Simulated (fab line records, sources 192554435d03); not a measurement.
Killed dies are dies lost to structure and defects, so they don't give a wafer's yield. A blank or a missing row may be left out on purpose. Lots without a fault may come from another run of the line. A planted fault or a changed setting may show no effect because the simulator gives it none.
Which tool did it? | flow n5_finfet | 11 lots, 32 wafers sampled, at 3 steps of a route of 1938

WHAT THE GAUGES READ, wafer by wafer
N5_BEOL_M1_OVL_MEAS_29.
lot  | measured     | on         | V0_OVL (nm)
L622 | day 7 16:10  | overlay-02 | 2.1 0.7 1.1
L624 | day 7 18:16  | overlay-02 | 1.8 1.6 0.7
L628 | day 8 00:04  | overlay-02 | 1.3 2.3 0.3
L629 | day 8 00:21  | overlay-02 | 0.8 1.1 1.2
L631 | day 8 13:27  | overlay-01 | -0.6 0.8 1.4
L635 | day 9 12:31  | overlay-01 | 0.6 0.6
L634 | day 9 12:43  | overlay-02 | -0.3 1.1 1.0
L637 | day 10 06:35 | overlay-02 | -0.4 -0.1 -0.6
L642 | day 11 12:38 | overlay-01 | -0.5 1.1 0.5
L643 | day 11 15:10 | overlay-01 | -0.9 0.6 -0.6
L644 | day 12 04:55 | overlay-02 | -0.5 1.0 -0.5

WHICH TOOL RAN EACH LOT (tool, then ch and the chambers of the sampled wafers, then the start)
lot  | N5_BEOL_M0_CO_CAP_123            | N5_BEOL_M1_COAT_67
L622 | cvd_co-02 ch 1,2, day 7 14:23    | litho_track-03 ch 0, day 7 15:50
L624 | cvd_co-02 ch 0,1,2, day 7 15:38  | litho_track-03 ch 0, day 7 17:49
L628 | cvd_co-02 ch 1,2, day 7 21:47    | litho_track-04 ch 0, day 7 23:46
L629 | cvd_co-01 ch 0,1,2, day 7 22:04  | litho_track-03 ch 0, day 7 23:55
L631 | cvd_co-02 ch 0,1,2, day 8 10:40  | litho_track-03 ch 0, day 8 13:01
L635 | cvd_co-01 ch 1,2, day 9 10:47    | litho_track-02 ch 0, day 9 12:12
L634 | cvd_co-02 ch 0,2, day 9 10:54    | litho_track-02 ch 0, day 9 12:23
L637 | cvd_co-02 ch 0,1,2, day 10 03:41 | litho_track-04 ch 0, day 10 06:09
L642 | cvd_co-01 ch 0,1,2, day 11 10:04 | litho_track-02 ch 0, day 11 12:11
L643 | cvd_co-01 ch 0,1,2, day 11 13:25 | litho_track-04 ch 0, day 11 14:52
L644 | cvd_co-01 ch 1,2, day 12 02:08   | litho_track-03 ch 0, day 12 04:36
- N5_BEOL_M0_CO_CAP_123: material Co, precursor CCTBA/H2, target thk 2 nm, time 102.1 s.
- N5_BEOL_M1_COAT_67: time 60 s, resist thk 60 nm.

THE ANSWER, worked out from the rows above alone
Rule: what is usual is taken from the lots themselves. Put in order of their means at a reading, lots are off if they are a third of the lots or fewer, leave a main group of 4 or more, and stand apart from it by a gap of 3 or more times the standard deviation of the main group's means; of several such gaps the widest counts. A main group whose means are all the same, to the digits that the tables above print for the reading, isn't used. A lot without any number at a reading at which 4 lots or more have one is off too. The other lots that the step has rows for count as sound.
No lot is off at any reading shown: from this, nothing can be told.

WHAT THE SIMULATOR HAD PUT IN
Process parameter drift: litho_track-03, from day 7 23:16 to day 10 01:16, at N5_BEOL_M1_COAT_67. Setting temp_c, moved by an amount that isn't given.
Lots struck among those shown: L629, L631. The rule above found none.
